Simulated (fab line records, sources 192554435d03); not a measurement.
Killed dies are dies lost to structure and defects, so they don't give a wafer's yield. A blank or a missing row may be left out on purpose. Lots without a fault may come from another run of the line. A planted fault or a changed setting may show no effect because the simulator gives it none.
Which tool did it? | flow n5_finfet | 11 lots, 31 wafers sampled, at 1 step of a route of 1938

WHAT THE GAUGES READ, wafer by wafer
N5_BEOL_M11_OVL_MEAS_12.
lot  | measured     | on         | M11_OVL (nm)
L541 | day 10 22:56 | overlay-02 | -0.5 0.6 0.4
L542 | day 11 02:10 | overlay-01 | 1.4 1.3 0.4
L545 | day 11 16:29 | overlay-01 | 0.4 0.2 0.9
L544 | day 11 17:55 | overlay-01 | -0.1 0.6 0.0
L546 | day 12 06:13 | overlay-01 | 0.7 1.6
L547 | day 12 12:12 | overlay-01 | -1.1 0.8 0.1
L551 | day 13 06:28 | overlay-02 | -0.1 0.8 -0.5
L555 | day 14 10:44 | overlay-02 | 0.5 0.7 0.5
L556 | day 15 02:02 | overlay-02 | 2.5 -0.4 -0.8
L560 | day 15 16:32 | overlay-01 | 0.6 1.1
L561 | day 16 01:29 | overlay-02 | 0.0 0.6 1.3

WHICH TOOL RAN EACH LOT (tool, then ch and the chambers of the sampled wafers, then the start)
The record holds no process step before these readings.

THE ANSWER, worked out from the rows above alone
Rule: what is usual is taken from the lots themselves. Put in order of their means at a reading, lots are off if they are a third of the lots or fewer, leave a main group of 4 or more, and stand apart from it by a gap of 3 or more times the standard deviation of the main group's means; of several such gaps the widest counts. A main group whose means are all the same, to the digits that the tables above print for the reading, isn't used. A lot without any number at a reading at which 4 lots or more have one is off too. The other lots that the step has rows for count as sound.
No lot is off at any reading shown: from this, nothing can be told.

WHAT THE SIMULATOR HAD PUT IN
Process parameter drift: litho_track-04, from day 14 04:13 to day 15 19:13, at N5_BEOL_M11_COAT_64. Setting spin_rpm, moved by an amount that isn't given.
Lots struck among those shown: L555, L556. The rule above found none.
